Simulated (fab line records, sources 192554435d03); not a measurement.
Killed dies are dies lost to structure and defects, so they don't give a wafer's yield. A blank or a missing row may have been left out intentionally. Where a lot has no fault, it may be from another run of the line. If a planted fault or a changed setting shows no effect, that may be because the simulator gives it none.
Chamber matching    flow n5 finfet    3 sister chambers for N5_GATE_CUT_PECVD_57 on pecvd-03
The step deposits SiNx from SiH4/NH3/N2, target thk 21 nm. 3 wafers are shown with their chamber, then 10 later ones without.

## WAFERS PAIRED WITH THEIR CHAMBERS
wafer   chamber  showerhead plenum p Torr (Torr)
L086.5  1        5.10
L089.3  0        5.15
L089.5  2        4.94

## WAFERS WHOSE CHAMBER IS MISSING
wafer   showerhead plenum p Torr (Torr)
L089.6  5.11
L091.2  5.15
L091.3  5.10
L091.4  4.95
L095.1  4.94
L095.4  5.15
L095.6  5.09
L096.3  5.15
L096.4  5.15
L096.5  4.95

## WHICH CHAMBER EACH ONE RAN IN
wafer   from the rows above  in truth
L089.6  1                    1
L091.2  0                    0
L091.3  1                    1
L091.4  2                    2
L095.1  2                    2
L095.4  0                    0
L095.6  1                    1
L096.3  0                    0
L096.4  0                    0
L096.5  2                    2
Correctly placed: 10 of 10. Not placeable from these rows: 0. 0 placed wrongly.
How it was worked out, from the rows above alone: a wafer's distance from a chamber is the root of the sum, over the readings, of the square of ((its reading less the chamber's mean) divided by the reading's scatter). If the next closest chamber is less than 2 further off than the closest, the wafer can't be placed; otherwise it belongs to the closest. Each chamber's mean is taken over the wafers shown for it. The scatter: root of mean squared gap, hidden wafer to nearest shown wafer, with one shown wafer a chamber.
